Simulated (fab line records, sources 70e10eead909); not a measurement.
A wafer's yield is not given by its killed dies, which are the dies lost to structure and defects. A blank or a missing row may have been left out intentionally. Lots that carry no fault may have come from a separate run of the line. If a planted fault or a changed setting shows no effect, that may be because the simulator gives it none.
fab line records -- flow nand_harc -- part 1 of 2: steps 1 to 33 of 47
record: lots: 5, wafers: 15, last_day: 22
route steps=1159 shown A_SOURCE_PLATE@413 A_ONON_D1@424 A_CHANNEL_HOLE_D1@450
lots untouched by any fault: they come from a run of this same line in which no faults occurred
start_h: the number of hours between the record's first day and the start of the first shown wafer of the lot -- wait_h: how many hours have passed since the lot's step before this one -- " repeats the value in the row above -- L1.1+2: a row that stands for several wafers -- - no value, or no start was given -- * or withheld: withheld -- < > ~ a bound
route shown NAME@n: a module of which the file shows steps, and the number in the route of the first -- usual: average and standard deviation across the fault-free wafers -- same: alike in all rows -- chamber/n: place in a boat -- sites: readings site by site -- _std_site: standard deviation of those values -- _edge_site: mean of outer sites minus mean of inner sites -- radius_mm: how far each site lies from the wafer's centre -- mask NAME#n: copy n -- behind: the tool/chamber that last shaped the wafer -- hold: why the lot was held/for how many hours/how that ended -- device: whichever transistor did not switch (one of n, p or np) -- end of line: the tests these same wafers got at the end of their route -- a step without rows: its recipe alone -- killed: dies lost to structure and defects at the first sort, not the wafer's yield -- map: dies across one wafer; x = killed, . = not, _ = none there
set.NAME: the run value of the setting; set.NAME@STEP: its run value at that earlier step -- model.NAME: the simulator's own value behind a step, which no gauge read
a table for each step, a row for each wafer; lots at some steps of the route
services: the hour from which a tool's chamber was out of use, counted from the record's first day as start_h (under 0 if before that day), plus the number of hours and why
== steps ==
step: NHARC_A_SOURCE_PLATE_PRECLEAN_00
recipe: time_s: 60, chemistry: HF-LAST
lot.wafer,tool,chamber,start_h,wait_h
L077.3+5+2,wet_bench-07,"6,7,1",153.77,0.0
L078.5+1+4,wet_bench-09,"3,4,6",165.24,0.1
L083.3+2+4,wet_bench-05,"1,3,4",192.05,0.1
L085.5+1+6,wet_bench-07,"7,1,3",196.36,0.0
L088.6+1+5,wet_bench-05,"4,5,1",227.33,0.0
step: NHARC_A_SOURCE_PLATE_SRD_01
lot.wafer,tool,chamber,start_h,wait_h
L077.3+5+2,wet_bench-07,"6,7,1",153.84,0.1
L078.5+1+4,wet_bench-09,"3,4,6",-,-
L083.3+2+4,wet_bench-05,"1,3,4",-,-
L085.5+1+6,wet_bench-07,"7,1,3",-,-
L088.6+1+5,wet_bench-05,"4,5,1",-,-
step: NHARC_A_SOURCE_PLATE_OXIDE_02
recipe: target_thk_a: 100, temp_c: 900, ox_time_s: 1362, material: SiO2
usual: spike_tc_top_C: 906/3.6
lot.wafer,tool,chamber,start_h,wait_h,spike_tc_top_C
L077.2,furnace-03,0,155.59,1.7,905
L077.3,furnace-03,0,155.59,1.7,904
L077.5,furnace-03,0,155.59,1.7,905
L078.1,furnace-03,0,167.76,-,903
L078.4,furnace-03,0,167.76,-,904
L078.5,furnace-03,0,167.76,-,905
L083.2,furnace-03,0,195.35,-,906
L083.3,furnace-03,0,195.35,-,904
L083.4,furnace-03,0,195.35,-,903
L085.1,furnace-03,0,199.67,-,904
L085.5,furnace-03,0,199.67,-,904
L085.6,furnace-03,0,199.67,-,903
L088.1,furnace-03,0,230.19,-,905
L088.5,furnace-03,0,230.19,-,906
L088.6,furnace-03,0,230.19,-,904
step: NHARC_A_SOURCE_PLATE_THK_MEAS_09
recipe: thk_meas_gauge: ellipsometry
usual: thk_nm: 9.7/1.1
lot.wafer,tool,chamber,start_h,wait_h,thk_nm
L077.2,film_metro-01,-,159.64,0.4,8.0
L077.3,film_metro-01,-,159.64,0.4,9.5
L077.5,film_metro-01,-,159.64,0.4,9.5
L078.1,film_metro-02,-,171.84,0.4,10.4
L078.4,film_metro-02,-,171.84,0.4,10.5
L078.5,film_metro-02,-,171.84,0.4,10.5
L083.2,film_metro-01,-,199.39,0.4,8.7
L083.3,film_metro-01,-,199.39,0.4,8.0
L083.4,film_metro-01,-,199.39,0.4,9.7
L085.1,film_metro-02,-,203.77,0.4,9.3
L085.5,film_metro-02,-,203.77,0.4,10.1
L085.6,film_metro-02,-,203.77,0.4,9.6
L088.1,film_metro-01,-,234.23,0.4,10.5
L088.5,film_metro-01,-,234.23,0.4,9.8
L088.6,film_metro-01,-,234.23,0.4,11.6
step: NHARC_A_SOURCE_PLATE_PVD_04
recipe: target_thk_a: 500, material: WSi2
lot.wafer,tool,chamber,start_h,wait_h
L077.2+3+5,pvd_sputter-02,-,159.79,0.2
L078.1+4+5,pvd_sputter-02,-,171.93,0.1
L083.4+3+2,pvd_sputter-01,-,199.44,0.1
L085.1+6+5,pvd_sputter-02,-,203.89,0.1
L088.1+6+5,pvd_sputter-02,-,234.30,0.1
step: NHARC_A_SOURCE_PLATE_CVD_03
recipe: target_thk_a: 2000, temp_c: 620, pressure_mtorr: 200, time_s: 4000, material: poly-Si
usual: spike_tc_top_C: 640.1/2.1
lot.wafer,tool,chamber,start_h,wait_h,spike_tc_top_C
L077.2,lpcvd_poly-04,0,162.20,-,640.3
L077.3,lpcvd_poly-04,0,162.20,-,642.0
L077.5,lpcvd_poly-04,0,162.20,-,640.7
L078.1,lpcvd_poly-03,0,174.59,-,642.3
L078.4,lpcvd_poly-03,0,174.59,-,643.8
L078.5,lpcvd_poly-03,0,174.59,-,641.8
L083.2,lpcvd_poly-01,0,201.95,-,637.6
L083.3,lpcvd_poly-01,0,201.95,-,635.2
L083.4,lpcvd_poly-01,0,201.95,-,636.3
L085.1,lpcvd_poly-04,0,206.35,-,639.6
L085.5,lpcvd_poly-04,0,206.35,-,639.6
L085.6,lpcvd_poly-04,0,206.35,-,639.0
L088.1,lpcvd_poly-04,0,236.79,-,641.2
L088.5,lpcvd_poly-04,0,236.79,-,640.4
L088.6,lpcvd_poly-04,0,236.79,-,641.0
step: NHARC_A_SOURCE_PLATE_ANNEAL_05
recipe: temp_c: 850, time_s: 1800
usual: spike_tc_top_C: 859/4.3
lot.wafer,tool,chamber,start_h,wait_h,spike_tc_top_C
L077.2,furnace-06,0,170.01,4.7,858
L077.3,furnace-06,0,170.01,4.7,859
L077.5,furnace-06,0,170.01,4.7,858
L078.1,furnace-06,0,183.67,6.0,860
L078.4,furnace-06,0,183.67,6.0,858
L078.5,furnace-06,0,183.67,6.0,860
L083.2,furnace-03,0,208.56,3.5,856
L083.3,furnace-03,0,208.56,3.5,855
L083.4,furnace-03,0,208.56,3.5,857
L085.1,furnace-03,0,213.00,3.5,856
L085.5,furnace-03,0,213.00,3.5,856
L085.6,furnace-03,0,213.00,3.5,853
L088.1,furnace-03,0,243.53,3.6,854
L088.5,furnace-03,0,243.53,3.6,855
L088.6,furnace-03,0,243.53,3.6,853
step: NHARC_A_SOURCE_PLATE_THK_MEAS_06
recipe: thk_meas_gauge: ellipsometry
usual: thk_nm: 200.3/2.2
lot.wafer,tool,chamber,start_h,wait_h,thk_nm
L077.2,film_metro-01,-,174.00,0.4,202.4
L077.3,film_metro-01,-,174.00,0.4,201.1
L077.5,film_metro-01,-,174.00,0.4,200.8
L078.1,film_metro-02,-,187.55,0.4,197.6
L078.4,film_metro-02,-,187.55,0.4,196.7
L078.5,film_metro-02,-,187.55,0.4,200.3
L083.2,film_metro-02,-,212.46,0.4,200.4
L083.3,film_metro-02,-,212.46,0.4,200.1
L083.4,film_metro-02,-,212.46,0.4,201.4
L085.1,film_metro-01,-,216.88,0.4,199.3
L085.5,film_metro-01,-,216.88,0.4,198.9
L085.6,film_metro-01,-,216.88,0.4,195.5
L088.1,film_metro-02,-,247.49,0.4,198.7
L088.5,film_metro-02,-,247.49,0.4,196.9
L088.6,film_metro-02,-,247.49,0.4,198.5
step: NHARC_A_SOURCE_PLATE_INSPECT_08
usual: raw_defect_count: 60/26
lot.wafer,tool,chamber,start_h,wait_h,raw_defect_count
L077.2,defect_inspect-02,-,174.06,0.0,52
L077.3,defect_inspect-02,-,174.06,0.0,61
L077.5,defect_inspect-02,-,174.06,0.0,43
L078.1,defect_inspect-02,-,187.63,0.0,42
L078.4,defect_inspect-02,-,187.63,0.0,60
L078.5,defect_inspect-02,-,187.63,0.0,36
L083.2,defect_inspect-02,-,212.54,0.0,45
L083.3,defect_inspect-02,-,212.54,0.0,56
L083.4,defect_inspect-02,-,212.54,0.0,102
L085.1,defect_inspect-02,-,216.94,0.0,54
L085.5,defect_inspect-02,-,216.94,0.0,47
L085.6,defect_inspect-02,-,216.94,0.0,49
L088.1,defect_inspect-01,-,247.55,0.0,48
L088.5,defect_inspect-01,-,247.55,0.0,54
L088.6,defect_inspect-01,-,247.55,0.0,27
step: NHARC_A_ONON_D1_DEP_00
recipe: target_thk_a: 10000, n2_flow_sccm: 2750, n2o_flow_sccm: 2000, nh3_flow_sccm: 500, sih4_flow_sccm: 210, temp_c: 400
lot.wafer,tool,chamber,start_h,wait_h
L077.2+3+5,pecvd_onon-04,0,174.19,0.1
L078.1+4+5,pecvd_onon-04,0,187.70,0.1
L083.2+3+4,pecvd_onon-01,0,212.78,0.2
L085.1+5+6,pecvd_onon-01,0,217.01,0.1
L088.1+5+6,pecvd_onon-02,0,247.62,0.1
step: NHARC_A_ONON_D1_THK_MEAS_02
recipe: thk_meas_gauge: ellipsometry
usual: thk_nm: 1002/9.7
lot.wafer,tool,chamber,start_h,wait_h,thk_nm
L077.2,film_metro-01,-,174.65,-,1006
L077.3,film_metro-01,-,174.65,-,1005
L077.5,film_metro-01,-,174.65,-,1007
L078.1,film_metro-01,-,188.21,-,986
L078.4,film_metro-01,-,188.21,-,986
L078.5,film_metro-01,-,188.21,-,990
L083.2,film_metro-01,-,213.23,-,1016
L083.3,film_metro-01,-,213.23,-,1014
L083.4,film_metro-01,-,213.23,-,1015
L085.1,film_metro-02,-,217.51,-,998
L085.5,film_metro-02,-,217.51,-,998
L085.6,film_metro-02,-,217.51,-,998
L088.1,film_metro-01,-,248.13,-,1014
L088.5,film_metro-01,-,248.13,-,1014
L088.6,film_metro-01,-,248.13,-,1012
step: NHARC_A_ONON_D1_DEP_03
recipe: target_thk_a: 10000, n2_flow_sccm: 2750, n2o_flow_sccm: 2000, nh3_flow_sccm: 500, sih4_flow_sccm: 210, temp_c: 400
lot.wafer,tool,chamber,start_h,wait_h
L077.2+3+5,pecvd_onon-04,0,174.76,0.1
L078.1+4+5,pecvd_onon-01,0,188.27,0.1
L083.2+3+4,pecvd_onon-04,0,213.34,0.1
L085.1+5+6,pecvd_onon-02,0,217.57,0.1
L088.1+5+6,pecvd_onon-02,0,248.32,0.2
step: NHARC_A_ONON_D1_THK_MEAS_05
recipe: thk_meas_gauge: ellipsometry
usual: thk_nm: 1002/10
lot.wafer,tool,chamber,start_h,wait_h,thk_nm
L077.2,film_metro-02,-,175.21,-,1004
L077.3,film_metro-02,-,175.21,-,1003
L077.5,film_metro-02,-,175.21,-,1004
L078.1,film_metro-01,-,188.78,-,987
L078.4,film_metro-01,-,188.78,-,987
L078.5,film_metro-01,-,188.78,-,988
L083.2,film_metro-01,-,213.79,-,999
L083.3,film_metro-01,-,213.79,-,999
L083.4,film_metro-01,-,213.79,-,998
L085.1,film_metro-01,-,218.09,-,1004
L085.5,film_metro-01,-,218.09,-,1004
L085.6,film_metro-01,-,218.09,-,1005
L088.1,film_metro-02,-,248.83,-,987
L088.5,film_metro-02,-,248.83,-,986
L088.6,film_metro-02,-,248.83,-,986
step: NHARC_A_ONON_D1_DEP_06
recipe: target_thk_a: 10000, n2_flow_sccm: 2750, n2o_flow_sccm: 2000, nh3_flow_sccm: 500, sih4_flow_sccm: 210, temp_c: 400
lot.wafer,tool,chamber,start_h,wait_h
L077.2+3+5,pecvd_onon-04,0,175.32,0.1
L078.1+4+5,pecvd_onon-02,0,188.83,0.1
L083.2+3+4,pecvd_onon-01,0,213.91,0.1
L085.1+5+6,pecvd_onon-04,0,218.14,0.1
L088.1+5+6,pecvd_onon-02,0,249.02,0.2
step: NHARC_A_ONON_D1_THK_MEAS_08
recipe: thk_meas_gauge: ellipsometry
usual: thk_nm: 1002/12
lot.wafer,tool,chamber,start_h,wait_h,thk_nm
L077.2,film_metro-01,-,175.79,-,987
L077.3,film_metro-01,-,175.79,-,987
L077.5,film_metro-01,-,175.79,-,987
L078.1,film_metro-01,-,189.34,-,1027
L078.4,film_metro-01,-,189.34,-,1029
L078.5,film_metro-01,-,189.34,-,1028
L083.2,film_metro-01,-,214.37,-,1012
L083.3,film_metro-01,-,214.37,-,1012
L083.4,film_metro-01,-,214.37,-,1012
L085.1,film_metro-01,-,218.65,-,1010
L085.5,film_metro-01,-,218.65,-,1009
L085.6,film_metro-01,-,218.65,-,1010
L088.1,film_metro-02,-,249.54,-,1001
L088.5,film_metro-02,-,249.54,-,1004
L088.6,film_metro-02,-,249.54,-,1000
step: NHARC_A_ONON_D1_DEP_09
recipe: target_thk_a: 10000, n2_flow_sccm: 2750, n2o_flow_sccm: 2000, nh3_flow_sccm: 500, sih4_flow_sccm: 210, temp_c: 400
lot.wafer,tool,chamber,start_h,wait_h
L077.2+3+5,pecvd_onon-04,0,175.91,0.1
L078.1+4+5,pecvd_onon-04,0,189.39,0.1
L083.2+3+4,pecvd_onon-02,0,214.48,0.1
L085.1+5+6,pecvd_onon-01,0,218.70,0.1
L088.1+5+6,pecvd_onon-02,0,249.73,0.2
step: NHARC_A_ONON_D1_THK_MEAS_11
recipe: thk_meas_gauge: ellipsometry
usual: thk_nm: 1001/9.1
lot.wafer,tool,chamber,start_h,wait_h,thk_nm
L077.2,film_metro-01,-,176.36,-,999
L077.3,film_metro-01,-,176.36,-,1000
L077.5,film_metro-01,-,176.36,-,997
L078.1,film_metro-01,-,189.90,-,991
L078.4,film_metro-01,-,189.90,-,992
L078.5,film_metro-01,-,189.90,-,992
L083.2,film_metro-01,-,214.94,-,1000
L083.3,film_metro-01,-,214.94,-,1003
L083.4,film_metro-01,-,214.94,-,1001
L085.1,film_metro-01,-,219.22,-,981
L085.5,film_metro-01,-,219.22,-,983
L085.6,film_metro-01,-,219.22,-,982
L088.1,film_metro-01,-,250.24,-,1012
L088.5,film_metro-01,-,250.24,-,1012
L088.6,film_metro-01,-,250.24,-,1011
step: NHARC_A_ONON_D1_DEP_12
recipe: target_thk_a: 10000, n2_flow_sccm: 2750, n2o_flow_sccm: 2000, nh3_flow_sccm: 500, sih4_flow_sccm: 210, temp_c: 400
lot.wafer,tool,chamber,start_h,wait_h
L077.2+3+5,pecvd_onon-04,0,176.47,0.1
L078.1+4+5,pecvd_onon-01,0,189.96,0.1
L083.2+3+4,pecvd_onon-04,0,215.05,0.1
L085.1+5+6,pecvd_onon-02,0,219.27,0.1
L088.1+5+6,pecvd_onon-04,0,250.35,0.1
step: NHARC_A_ONON_D1_THK_MEAS_14
recipe: thk_meas_gauge: ellipsometry
usual: thk_nm: 996/11
lot.wafer,tool,chamber,start_h,wait_h,thk_nm
L077.2,film_metro-01,-,176.93,-,988
L077.3,film_metro-01,-,176.93,-,988
L077.5,film_metro-01,-,176.93,-,986
L078.1,film_metro-02,-,190.47,-,1008
L078.4,film_metro-02,-,190.47,-,1010
L078.5,film_metro-02,-,190.47,-,1009
L083.2,film_metro-02,-,215.51,-,986
L083.3,film_metro-02,-,215.51,-,985
L083.4,film_metro-02,-,215.51,-,986
L085.1,film_metro-01,-,219.79,-,1011
L085.5,film_metro-01,-,219.79,-,1011
L085.6,film_metro-01,-,219.79,-,1010
L088.1,film_metro-02,-,250.86,-,1001
L088.5,film_metro-02,-,250.86,-,1001
L088.6,film_metro-02,-,250.86,-,1000
step: NHARC_A_ONON_D1_ANNEAL_15
recipe: temp_c: 750, time_s: 3600
usual: spike_tc_top_C: 762.6/0.97
lot.wafer,tool,chamber,start_h,wait_h,spike_tc_top_C
L077.2,furnace-04,0,179.61,2.7,762.4
L077.3,furnace-04,0,179.61,2.7,763.0
L077.5,furnace-04,0,179.61,2.7,762.2
L078.1,furnace-04,0,193.14,2.7,761.2
L078.4,furnace-04,0,193.14,2.7,762.5
L078.5,furnace-04,0,193.14,2.7,762.1
L083.2,furnace-04,0,218.48,3.0,763.0
L083.3,furnace-04,0,218.48,3.0,761.7
L083.4,furnace-04,0,218.48,3.0,762.2
L085.1,furnace-04,0,222.50,2.7,763.7
L085.5,furnace-04,0,222.50,2.7,763.3
L085.6,furnace-04,0,222.50,2.7,762.9
L088.1,furnace-04,0,253.50,2.6,763.1
L088.5,furnace-04,0,253.50,2.6,763.1
L088.6,furnace-04,0,253.50,2.6,762.5
step: NHARC_A_ONON_D1_DEP_16
recipe: target_thk_a: 10000, n2_flow_sccm: 2750, n2o_flow_sccm: 2000, nh3_flow_sccm: 500, sih4_flow_sccm: 210, temp_c: 400
lot.wafer,tool,chamber,start_h,wait_h
L077.2+3+5,pecvd_onon-04,0,183.55,0.1
L078.1+4+5,pecvd_onon-04,0,196.98,0.1
L083.2+3+4,pecvd_onon-04,0,222.41,0.1
L085.1+5+6,pecvd_onon-01,0,226.32,0.1
L088.1+5+6,pecvd_onon-04,0,257.49,0.2
step: NHARC_A_ONON_D1_THK_MEAS_18
recipe: thk_meas_gauge: ellipsometry
usual: thk_nm: 1001/12
lot.wafer,tool,chamber,start_h,wait_h,thk_nm
L077.2,film_metro-02,-,184.01,-,1017
L077.3,film_metro-02,-,184.01,-,1014
L077.5,film_metro-02,-,184.01,-,1015
L078.1,film_metro-02,-,197.49,-,1015
L078.4,film_metro-02,-,197.49,-,1013
L078.5,film_metro-02,-,197.49,-,1013
L083.2,film_metro-02,-,222.87,-,983
L083.3,film_metro-02,-,222.87,-,982
L083.4,film_metro-02,-,222.87,-,980
L085.1,film_metro-01,-,226.83,-,989
L085.5,film_metro-01,-,226.83,-,991
L085.6,film_metro-01,-,226.83,-,991
L088.1,film_metro-01,-,258.00,-,1002
L088.5,film_metro-01,-,258.00,-,1001
L088.6,film_metro-01,-,258.00,-,1001
step: NHARC_A_ONON_D1_DEP_19
recipe: target_thk_a: 10000, n2_flow_sccm: 2750, n2o_flow_sccm: 2000, nh3_flow_sccm: 500, sih4_flow_sccm: 210, temp_c: 400
lot.wafer,tool,chamber,start_h,wait_h
L077.2+3+5,pecvd_onon-04,0,184.12,0.1
L078.1+4+5,pecvd_onon-04,0,197.54,0.1
L083.2+3+4,pecvd_onon-02,0,222.98,0.1
L085.1+5+6,pecvd_onon-02,0,226.89,0.1
L088.1+5+6,pecvd_onon-01,0,258.06,0.1
step: NHARC_A_ONON_D1_THK_MEAS_21
recipe: thk_meas_gauge: ellipsometry
usual: thk_nm: 998/9
lot.wafer,tool,chamber,start_h,wait_h,thk_nm
L077.2,film_metro-01,-,184.58,-,997
L077.3,film_metro-01,-,184.58,-,997
L077.5,film_metro-01,-,184.58,-,996
L078.1,film_metro-01,-,198.05,-,987
L078.4,film_metro-01,-,198.05,-,989
L078.5,film_metro-01,-,198.05,-,988
L083.2,film_metro-02,-,223.43,-,992
L083.3,film_metro-02,-,223.43,-,989
L083.4,film_metro-02,-,223.43,-,989
L085.1,film_metro-02,-,227.40,-,1007
L085.5,film_metro-02,-,227.40,-,1008
L085.6,film_metro-02,-,227.40,-,1007
L088.1,film_metro-01,-,258.56,-,982
L088.5,film_metro-01,-,258.56,-,981
L088.6,film_metro-01,-,258.56,-,982
step: NHARC_A_ONON_D1_DEP_22
recipe: target_thk_a: 10000, n2_flow_sccm: 2750, n2o_flow_sccm: 2000, nh3_flow_sccm: 500, sih4_flow_sccm: 210, temp_c: 400
lot.wafer,tool,chamber,start_h,wait_h
L077.2+3+5,pecvd_onon-04,0,184.69,0.1
L078.1+4+5,pecvd_onon-04,0,198.11,0.1
L083.2+3+4,pecvd_onon-01,0,223.55,0.1
L085.1+5+6,pecvd_onon-04,0,227.45,0.1
L088.1+5+6,pecvd_onon-02,0,258.62,0.1
step: NHARC_A_ONON_D1_THK_MEAS_24
recipe: thk_meas_gauge: ellipsometry
usual: thk_nm: 1000/8.5
lot.wafer,tool,chamber,start_h,wait_h,thk_nm
L077.2,film_metro-01,-,185.14,-,997
L077.3,film_metro-01,-,185.14,-,999
L077.5,film_metro-01,-,185.14,-,997
L078.1,film_metro-02,-,198.62,-,989
L078.4,film_metro-02,-,198.62,-,987
L078.5,film_metro-02,-,198.62,-,986
L083.2,film_metro-02,-,224.00,-,1011
L083.3,film_metro-02,-,224.00,-,1011
L083.4,film_metro-02,-,224.00,-,1012
L085.1,film_metro-01,-,227.96,-,1009
L085.5,film_metro-01,-,227.96,-,1008
L085.6,film_metro-01,-,227.96,-,1007
L088.1,film_metro-01,-,259.13,-,1007
L088.5,film_metro-01,-,259.13,-,1008
L088.6,film_metro-01,-,259.13,-,1008
step: NHARC_A_ONON_D1_DEP_25
recipe: target_thk_a: 10000, n2_flow_sccm: 2750, n2o_flow_sccm: 2000, nh3_flow_sccm: 500, sih4_flow_sccm: 210, temp_c: 400
lot.wafer,tool,chamber,start_h,wait_h
L077.2+3+5,pecvd_onon-04,0,185.25,0.1
L078.1+4+5,pecvd_onon-04,0,198.68,0.1
L083.2+3+4,pecvd_onon-04,0,224.11,0.1
L085.1+5+6,pecvd_onon-01,0,228.02,0.1
L088.1+5+6,pecvd_onon-04,0,259.20,0.1
step: NHARC_A_ONON_D1_THK_MEAS_27
recipe: thk_meas_gauge: ellipsometry
usual: thk_nm: 999/8.4
lot.wafer,tool,chamber,start_h,wait_h,thk_nm
L077.2,film_metro-01,-,185.70,-,987
L077.3,film_metro-01,-,185.70,-,988
L077.5,film_metro-01,-,185.70,-,988
L078.1,film_metro-02,-,199.20,-,1007
L078.4,film_metro-02,-,199.20,-,1009
L078.5,film_metro-02,-,199.20,-,1008
L083.2,film_metro-02,-,224.57,-,1005
L083.3,film_metro-02,-,224.57,-,1004
L083.4,film_metro-02,-,224.57,-,1005
L085.1,film_metro-02,-,228.53,-,1007
L085.5,film_metro-02,-,228.53,-,1007
L085.6,film_metro-02,-,228.53,-,1007
L088.1,film_metro-02,-,259.71,-,1005
L088.5,film_metro-02,-,259.71,-,1004
L088.6,film_metro-02,-,259.71,-,1004
step: NHARC_A_ONON_D1_DEP_28
recipe: target_thk_a: 10000, n2_flow_sccm: 2750, n2o_flow_sccm: 2000, nh3_flow_sccm: 500, sih4_flow_sccm: 210, temp_c: 400
lot.wafer,tool,chamber,start_h,wait_h
L077.2+3+5,pecvd_onon-04,0,185.82,0.1
L078.1+4+5,pecvd_onon-04,0,199.25,0.1
L083.2+3+4,pecvd_onon-02,0,224.70,0.1
L085.1+5+6,pecvd_onon-02,0,228.58,0.1
L088.1+5+6,pecvd_onon-01,0,259.77,0.1
step: NHARC_A_ONON_D1_THK_MEAS_30
recipe: thk_meas_gauge: ellipsometry
usual: thk_nm: 999/9.2
lot.wafer,tool,chamber,start_h,wait_h,thk_nm
L077.2,film_metro-01,-,186.27,-,991
L077.3,film_metro-01,-,186.27,-,991
L077.5,film_metro-01,-,186.27,-,992
L078.1,film_metro-01,-,199.77,-,999
L078.4,film_metro-01,-,199.77,-,999
L078.5,film_metro-01,-,199.77,-,1000
L083.2,film_metro-02,-,225.16,-,1009
L083.3,film_metro-02,-,225.16,-,1010
L083.4,film_metro-02,-,225.16,-,1010
L085.1,film_metro-02,-,229.09,-,1009
L085.5,film_metro-02,-,229.09,-,1007
L085.6,film_metro-02,-,229.09,-,1007
L088.1,film_metro-01,-,260.27,-,991
L088.5,film_metro-01,-,260.27,-,989
L088.6,film_metro-01,-,260.27,-,989
step: NHARC_A_ONON_D1_DEP_33
recipe: target_thk_a: 2000, temp_c: 400, pressure_torr: 6.5, rf_w: 900, teos_flow_sccm: 161.4, flow_sccm: 2650, target_thk_nm: 200, gas: O2, material: SiO2
usual: chamber_pressure_Torr: 6.499/0.015, heater_power_w: 545/100, throttle_valve_pct: 15.7/0.53
lot.wafer,tool,chamber,start_h,wait_h,chamber_pressure_Torr,heater_power_w,throttle_valve_pct
L077.2,pecvd-01,0,186.37,0.1,6.481,463,15.9
L077.3,pecvd-01,1,186.37,0.1,6.473,533,15.5
L077.5,pecvd-01,1,186.37,0.1,6.481,541,15.8
L078.1,pecvd-02,2,199.96,0.2,6.491,577,16.3
L078.5,pecvd-02,1,199.96,0.2,6.506,600,14.9
L078.4,pecvd-02,2,199.96,0.2,6.493,576,16.0
L083.3,pecvd-04,2,225.30,0.1,6.490,529,15.3
L083.2,pecvd-04,0,225.30,0.1,6.528,599,16.4
L083.4,pecvd-04,0,225.30,0.1,6.489,615,16.4
L085.1,pecvd-04,2,229.24,0.1,6.505,634,15.5
L085.6,pecvd-04,1,229.24,0.1,6.495,520,15.6
L085.5,pecvd-04,2,229.24,0.1,6.504,648,15.4
L088.1,pecvd-04,2,260.58,0.3,6.502,617,15.3
L088.5,pecvd-04,1,260.58,0.3,6.523,494,16.1
L088.6,pecvd-04,2,260.58,0.3,6.507,616,15.3
step: NHARC_A_ONON_D1_THK_MEAS_34
recipe: thk_meas_gauge: ellipsometry
usual: thk_nm: 200.6/2.9
lot.wafer,tool,chamber,start_h,wait_h,thk_nm
L077.2,film_metro-01,-,186.74,-,197.4
L077.3,film_metro-01,-,186.74,-,199.5
L077.5,film_metro-01,-,186.74,-,204.1
L078.1,film_metro-01,-,200.29,-,199.8
L078.4,film_metro-01,-,200.29,-,205.0
L078.5,film_metro-01,-,200.29,-,202.3
L083.2,film_metro-01,-,225.72,-,201.9
L083.3,film_metro-01,-,225.72,-,196.6
L083.4,film_metro-01,-,225.72,-,208.8
L085.1,film_metro-02,-,229.57,-,203.6
L085.5,film_metro-02,-,229.57,-,204.4
L085.6,film_metro-02,-,229.57,-,204.2
L088.1,film_metro-01,-,260.91,-,202.7
L088.5,film_metro-01,-,260.91,-,200.9
L088.6,film_metro-01,-,260.91,-,204.5
step: NHARC_A_ONON_D1_INSPECT_32
usual: raw_defect_count: 72/28
lot.wafer,tool,chamber,start_h,wait_h,raw_defect_count
L077.2,defect_inspect-01,-,186.83,0.0,63
L077.3,defect_inspect-01,-,186.83,0.0,71
L077.5,defect_inspect-01,-,186.83,0.0,48
L078.1,defect_inspect-01,-,200.37,0.0,52
L078.4,defect_inspect-01,-,200.37,0.0,64
L078.5,defect_inspect-01,-,200.37,0.0,49
L083.2,defect_inspect-02,-,225.78,0.0,64
L083.3,defect_inspect-02,-,225.78,0.0,93
L083.4,defect_inspect-02,-,225.78,0.0,112
L085.1,defect_inspect-01,-,229.65,0.0,71
L085.5,defect_inspect-01,-,229.65,0.0,61
L085.6,defect_inspect-01,-,229.65,0.0,62
L088.1,defect_inspect-02,-,260.99,0.0,48
L088.5,defect_inspect-02,-,260.99,0.0,69
L088.6,defect_inspect-02,-,260.99,0.0,34
